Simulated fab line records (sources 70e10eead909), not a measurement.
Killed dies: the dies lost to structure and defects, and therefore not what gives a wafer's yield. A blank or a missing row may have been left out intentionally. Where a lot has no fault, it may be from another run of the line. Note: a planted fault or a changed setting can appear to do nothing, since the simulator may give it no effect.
Which of the tools did it? | flow nand-harc | 12 lots with 36 wafers sampled at 2 steps, on a route of 1302 steps

WHAT EACH GAUGE READ, for each wafer
NHARC_A_CONTACT_CD_MEAS_15.
lot  | measured     | on        | cd-nm (nm)
L077 | day 23 08:23 | cd-sem-01 | 190.7 190.8 190.4
L076 | day 23 13:41 | cd-sem-01 | 190.2 190.3 190.7
L079 | day 24 12:02 | cd-sem-01 | 190.6 190.1 190.4
L081 | day 25 14:46 | cd-sem-01 | 190.5 190.5 190.4
L083 | day 26 03:38 | cd-sem-01 | 190.0 190.1 189.9
L086 | day 26 10:34 | cd-sem-01 | 190.3 189.9 189.9
L087 | day 27 23:34 | cd-sem-02 | 189.1 189.7 189.4
L089 | day 28 04:46 | cd-sem-02 | 190.6 190.7 190.7
L093 | day 30 00:02 | cd-sem-01 | 190.4 191.0 191.3
L091 | day 30 03:34 | cd-sem-03 | 190.3 190.6 190.6
L095 | day 31 08:34 | cd-sem-01 | 189.7 189.8 189.8
L097 | day 31 17:34 | cd-sem-02 | 189.6 189.4 189.6

EACH LOT AND THE TOOL THAT RAN IT (in order: tool; ch and the chambers of the sampled wafers; start)
lot  | NHARC_A_CONTACT_ETCH_139
L077 | har-cap-etch-02 ch 0, day 23 07:37
L076 | har-cap-etch-03 ch 0,1, day 23 12:14
L079 | har-cap-etch-02 ch 0,1, day 24 11:23
L081 | har-cap-etch-02 ch 0,1, day 25 13:59
L083 | har-cap-etch-01 ch 0,1, day 26 02:51
L086 | har-cap-etch-02 ch 0,1, day 26 09:49
L087 | har-cap-etch-02 ch 0,1, day 27 22:50
L089 | har-cap-etch-03 ch 0,1, day 28 03:32
L093 | har-cap-etch-01 ch 0,1, day 29 23:15
L091 | har-cap-etch-03 ch 0,1, day 30 02:48
L095 | har-cap-etch-02 ch 0,1, day 31 07:49
L097 | har-cap-etch-02 ch 0,1, day 31 16:40
- NHARC_A_CONTACT_ETCH_139: etches the open film in C4F8/O2/Ar, time 195 s, target depth 840 nm.

THE ANSWER, worked out from the rows above alone
Rule: usual is defined by the lots themselves. Put in order of their means at a reading, lots are off if they are a third of the lots or fewer, leave a main group of 4 or more, and stand apart from it by a gap of 3 or more times the standard deviation of the main group's means; of several such gaps the widest counts. The tables above print the reading to a certain number of digits; a main group whose means all agree to those digits is not used. A lot without any number at a reading at which 4 lots or more have one is off too. The other lots that the step has rows for count as sound.
Across all readings shown, no lot is off: no conclusion can be drawn from this.

WHAT THE SIMULATOR PUT IN
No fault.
